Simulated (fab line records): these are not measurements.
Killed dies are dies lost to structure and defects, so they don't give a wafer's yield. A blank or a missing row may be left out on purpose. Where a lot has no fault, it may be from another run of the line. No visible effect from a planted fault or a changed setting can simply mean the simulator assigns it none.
Chamber matching / flow nand-harc / rie-diel-05 running NHARC_A_BLC_ETCH_16: 4 sister chambers
The step etches the open film in CF4, target depth 39 nm, time 65 s. 4 wafers are shown with their chamber, then 7 later ones without.

== WAFERS PAIRED WITH THEIR CHAMBERS ==
wafer=L827.6; chamber=3; drypump-motor-current-A (A)=6.3
wafer=L828.6; chamber=1; drypump-motor-current-A (A)=5.9
wafer=L831.1; chamber=0; drypump-motor-current-A (A)=5.8
wafer=L831.3; chamber=2; drypump-motor-current-A (A)=6.2

== WAFERS WITH NO CHAMBER GIVEN ==
wafer=L831.5; drypump-motor-current-A (A)=6.4
wafer=L833.2; drypump-motor-current-A (A)=6.2
wafer=L833.3; drypump-motor-current-A (A)=5.8
wafer=L833.5; drypump-motor-current-A (A)=5.8
wafer=L835.4; drypump-motor-current-A (A)=5.9
wafer=L830.4; drypump-motor-current-A (A)=5.9
wafer=L834.6; drypump-motor-current-A (A)=6.2

== THE CHAMBER EACH PASSED THROUGH ==
wafer=L831.5; from the rows above=3; in truth=3
wafer=L833.2; from the rows above=2; in truth=2
wafer=L833.3; from the rows above=0; in truth=0
wafer=L833.5; from the rows above=0; in truth=0
wafer=L835.4; from the rows above=1; in truth=1
wafer=L830.4; from the rows above=1; in truth=1
wafer=L834.6; from the rows above=2; in truth=2
7 of 7 placed correctly. From these rows, 0 cannot be placed. 0 placed wrongly.
How it was worked out, from the rows above alone: a wafer's distance from a chamber is the root of the sum, over the readings, of the square of ((its reading less the chamber's mean) divided by the reading's scatter). If the next closest chamber is less than 2 further off than the closest, the wafer can't be placed; otherwise it belongs to the closest. For every chamber, the mean is computed from those of its wafers that are shown. The scatter: root of mean squared gap, hidden wafer to nearest shown wafer, with one shown wafer a chamber.
